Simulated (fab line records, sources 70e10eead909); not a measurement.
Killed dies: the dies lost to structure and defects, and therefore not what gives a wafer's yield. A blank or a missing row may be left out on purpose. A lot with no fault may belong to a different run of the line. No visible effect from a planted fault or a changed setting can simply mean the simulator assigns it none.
One fault seen from 2 desks | flow nand_harc | numbers are kept per desk, each desk with only its own; the story behind them comes last

METROLOGY DESK
Means of the sampled wafers that have a number, per lot and without regard to the tool the lot ran on: this is what the gauges read. Any lot whose mean is over 4 standard deviations away from the usual mean is out of limits and marked OUT; that distance is given in the brackets.
Columns: A = thk_nm at NHARC_P_BONDPAD_THK_MEAS_20, usual 161.5 nm; B = thk_nm at NHARC_A_ONON_D1_THK_MEAS_18, usual 1000 nm
lot  | first seen here | A     | B
L208 | day 6 11:49     | 161.5 | 987
L209 | day 7 03:40     | 161.9 | 1010
L211 | day 7 06:31     | 161.6 | 1013
L210 | day 7 06:49     | 160.2 | 1002
L212 | day 7 12:23     | 161.8 | 982
L213 | day 7 13:23     | 161.9 | 987
L219 | day 8 22:50     | 162.7 | 1232 (+23) OUT
L220 | day 10 07:58    | 161.9 | 1216 (+22) OUT
L222 | day 10 13:30    | 160.8 | 998
L223 | day 10 14:34    | 161.9 | 993
L225 | day 10 21:52    | 161.3 | 1012
L226 | day 10 22:29    | 160.7 | 984
L230 | day 11 20:54    | 162.1 | 1012
L231 | day 12 00:44    | 160.4 | 999
Finding of this desk: L219, L220 out of limits; the first was L219 at day 10 15:50, on thk_nm at NHARC_A_ONON_D1_THK_MEAS_18. Within limits: L208, L209, L211, L210, L212, L213, L222, L223, L225, L226, L230, L231.

THE DEFECT DESK
Per lot, the means of the sampled wafers with a number show what the inspections along the route counted. Any lot whose mean is over 4 standard deviations away from the usual mean is out of limits and marked OUT; that distance is given in the brackets.
Columns: A = raw_defect_count at NHARC_A_ZERO_WELL_INSPECT_17, usual 12; B = raw_defect_count at NHARC_A_SOURCE_PLATE_INSPECT_08, usual 63
lot  | first seen here | A  | B
L208 | day 6 14:58     | 6  | 59
L209 | day 7 06:40     | 11 | 29
L211 | day 7 09:33     | 11 | 40
L210 | day 7 09:51     | 7  | 41
L212 | day 7 15:25     | 9  | 110
L213 | day 7 16:22     | 7  | 68
L219 | day 9 01:52     | 11 | 58
L220 | day 10 11:03    | 21 | 110
L222 | day 10 16:50    | 4  | 38
L223 | day 10 17:31    | 15 | 63
L225 | day 11 00:52    | 17 | 60
L226 | day 11 01:31    | 13 | 48
L230 | day 12 00:05    | 15 | 59
L231 | day 12 04:00    | 6  | 82
This desk found nothing out of limits on any of the 14 lots.

BROUGHT TOGETHER
An alarm was possible from the metrology desk at day 10 15:50, on L219, L220.
Nothing the defect desk looked at was out of limits.
The defect desk has L219, L220 on record, within its limits.
Every lot named ran NHARC_A_ONON_D1_DEP_16 on pecvd_onon-04.

WHAT HAD BEEN PUT IN BY THE SIMULATOR
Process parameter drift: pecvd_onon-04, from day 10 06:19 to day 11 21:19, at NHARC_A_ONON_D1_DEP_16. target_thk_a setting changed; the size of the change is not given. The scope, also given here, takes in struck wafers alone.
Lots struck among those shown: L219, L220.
Time in hours between the start of the fault and the first out-of-limits reading at each desk: metrology desk, 10.
